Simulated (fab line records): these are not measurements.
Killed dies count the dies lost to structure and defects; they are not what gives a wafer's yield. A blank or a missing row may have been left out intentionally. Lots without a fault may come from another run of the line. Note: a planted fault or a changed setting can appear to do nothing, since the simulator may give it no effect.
Chamber matching -- flow n5 finfet -- 4 sister chambers for N5_DUMMY_GATE_DESCUM_20 on rie diel-02
The step chemistry O2, time 6.2 s. 8 wafers are shown with their chamber, then 7 later ones without.

## WAFERS PAIRED WITH THEIR CHAMBERS
wafer,chamber,drypump motor current A (A),throttle valve pct (%)
L087.2,1,5.9,20.2
L087.4,0,6.0,20.7
L087.6,2,5.8,20.0
L088.2,3,5.0,20.8
L088.3,0,5.9,20.6
L088.5,3,5.0,20.8
L089.2,1,5.9,20.2
L089.4,2,5.8,20.0

## WAFERS WITH NO CHAMBER GIVEN
wafer,drypump motor current A (A),throttle valve pct (%)
L089.6,5.9,20.6
L091.2,5.8,20.0
L091.4,5.1,20.8
L091.6,5.8,20.0
L097.1,5.1,20.8
L097.4,6.0,20.7
L097.5,5.1,20.8

## CHAMBER TAKEN BY EACH
wafer,from the rows above,in truth
L089.6,0,0
L091.2,2,2
L091.4,3,3
L091.6,2,2
L097.1,3,3
L097.4,0,0
L097.5,3,3
Placed correctly: 7 of 7. From these rows, 0 cannot be placed. Number placed wrongly: 0.
How it was worked out, from the rows above alone: a wafer's distance from a chamber is the root of the sum, over the readings, of the square of ((its reading less the chamber's mean) divided by the reading's scatter). If the next closest chamber is less than 2 further off than the closest, the wafer can't be placed; otherwise it belongs to the closest. For every chamber, the mean is computed from those of its wafers that are shown. The scatter: the root of (the sum of the squares of (reading less its chamber's mean) over the shown wafers, divided by (wafers less chambers)).
